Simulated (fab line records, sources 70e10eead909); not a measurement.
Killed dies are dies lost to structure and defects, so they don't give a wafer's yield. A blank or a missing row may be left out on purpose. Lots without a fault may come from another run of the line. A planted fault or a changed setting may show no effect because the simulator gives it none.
Which tool did it? | flow nand_harc | 24 lots, 72 wafers sampled, at 2 steps of a route of 1302

WHAT THE GAUGES READ, wafer by wafer
NHARC_A_CONTACT_CD_MEAS_69: target cd 300 nm. Usual: cd_nm 299.7 nm, standard deviation 0.72.
lot  | measured     | on        | cd_nm (nm)        | flag
L076 | day 22 11:09 | cd_sem-01 | 299.3 299.2 299.2 |
L074 | day 22 12:38 | cd_sem-02 | 298.3 298.8 298.8 |
L075 | day 22 20:04 | cd_sem-01 | 299.4 299.6 298.7 |
L077 | day 23 11:39 | cd_sem-01 | 299.8 301.1 301.0 |
L078 | day 23 12:39 | cd_sem-01 | 298.8 299.6 299.9 |
L079 | day 23 15:34 | cd_sem-03 | 301.2 300.4 300.4 |
L082 | day 24 07:10 | cd_sem-03 | 298.6 299.1 298.3 |
L080 | day 24 10:21 | cd_sem-03 | 299.8 300.1 299.6 |
L081 | day 24 14:36 | cd_sem-01 | 299.5 298.7 299.3 |
L083 | day 25 21:57 | cd_sem-01 | 299.6 299.3 300.1 |
L084 | day 26 11:05 | cd_sem-03 | 298.7 299.2 300.0 |
L086 | day 26 21:36 | cd_sem-01 | 299.6 300.4 300.7 |
L085 | day 27 00:08 | cd_sem-01 | 299.8 299.3 299.5 |
L087 | day 27 19:14 | cd_sem-01 | 299.8 300.0 300.4 |
L089 | day 28 03:11 | cd_sem-01 | 300.9 299.9 300.0 |
L088 | day 28 10:36 | cd_sem-02 | 299.0 299.5 300.1 |
L090 | day 29 17:05 | cd_sem-01 | 300.9 300.3 300.6 |
L091 | day 30 00:02 | cd_sem-02 | 298.1 299.7 298.1 |
L092 | day 30 01:03 | cd_sem-03 | 300.1 299.1 300.3 |
L093 | day 30 06:13 | cd_sem-02 | 299.6 300.0 299.9 |
L094 | day 30 09:16 | cd_sem-02 | 299.2 299.8 299.8 |
L095 | day 30 18:44 | cd_sem-01 | 299.0 299.3 299.6 |
L096 | day 30 19:31 | cd_sem-03 | 300.2 300.7 300.2 |
L097 | day 31 06:51 | cd_sem-03 | 298.0 299.1 299.3 |

NHARC_A_CONTACT_INSPECT_71. Usual: raw_defect_count 80, standard deviation 38.
lot  | measured     | on                | raw_defect_count | flag
L076 | day 22 11:16 | defect_inspect-01 | 48 46 56         |
L074 | day 22 12:46 | defect_inspect-01 | 19 20 21         |
L075 | day 22 20:12 | defect_inspect-02 | 126 110 90       |
L077 | day 23 11:46 | defect_inspect-02 | 103 112 113      |
L078 | day 23 12:46 | defect_inspect-02 | 104 116 127      |
L079 | day 23 15:41 | defect_inspect-02 | 26 26 34         |
L082 | day 24 07:17 | defect_inspect-01 | 176 147 140      |
L080 | day 24 10:29 | defect_inspect-01 | 70 65 87         |
L081 | day 24 14:43 | defect_inspect-02 | 71 68 64         |
L083 | day 25 22:04 | defect_inspect-01 | 99 73 78         |
L084 | day 26 11:13 | defect_inspect-01 | 122 124 120      |
L086 | day 26 21:43 | defect_inspect-02 | 72 90 89         |
L085 | day 27 00:15 | defect_inspect-01 | 133 119 138      |
L087 | day 27 19:22 | defect_inspect-02 | 67 77 81         |
L089 | day 28 03:19 | defect_inspect-02 | 93 93 113        |
L088 | day 28 10:43 | defect_inspect-02 | 83 58 66         |
L090 | day 29 17:13 | defect_inspect-02 | 104 103 103      |
L091 | day 30 00:10 | defect_inspect-01 | 76 71 77         |
L092 | day 30 01:10 | defect_inspect-01 | 84 96 114        |
L093 | day 30 06:20 | defect_inspect-01 | 28 18 36         |
L094 | day 30 09:24 | defect_inspect-02 | 127 110 122      |
L095 | day 30 18:52 | defect_inspect-01 | 62 67 80         |
L096 | day 30 19:38 | defect_inspect-02 | 18 12 17         |
L097 | day 31 06:59 | defect_inspect-02 | 20 22 24         |

WHICH TOOL RAN EACH LOT (tool, then ch and the chambers of the sampled wafers, then the start)
The record holds no process step before these readings.

WHAT THE TOOLS THEMSELVES READ (means of the sampled wafers that have a number; where no wafer has one, the mark that the record gives instead)
The record holds no such reading with a usual standard deviation.

THE ANSWER, worked out from the rows above alone
Rule: a lot is off if the mean of its wafers that have a number lies more than 3 standard deviations from the usual mean. A lot without any number at a reading at which 4 lots or more have one is off too. The other lots that the step has rows for count as sound. The gauges are gone through in route order, then the tools' own readings, and for those a lot's mean is taken as printed above. The first step at which some lot is off is used, and at that step the reading that is off furthest; a lot without a number counts as furthest.
No lot is off at any reading shown: from this, nothing can be told.

WHAT THE SIMULATOR HAD PUT IN
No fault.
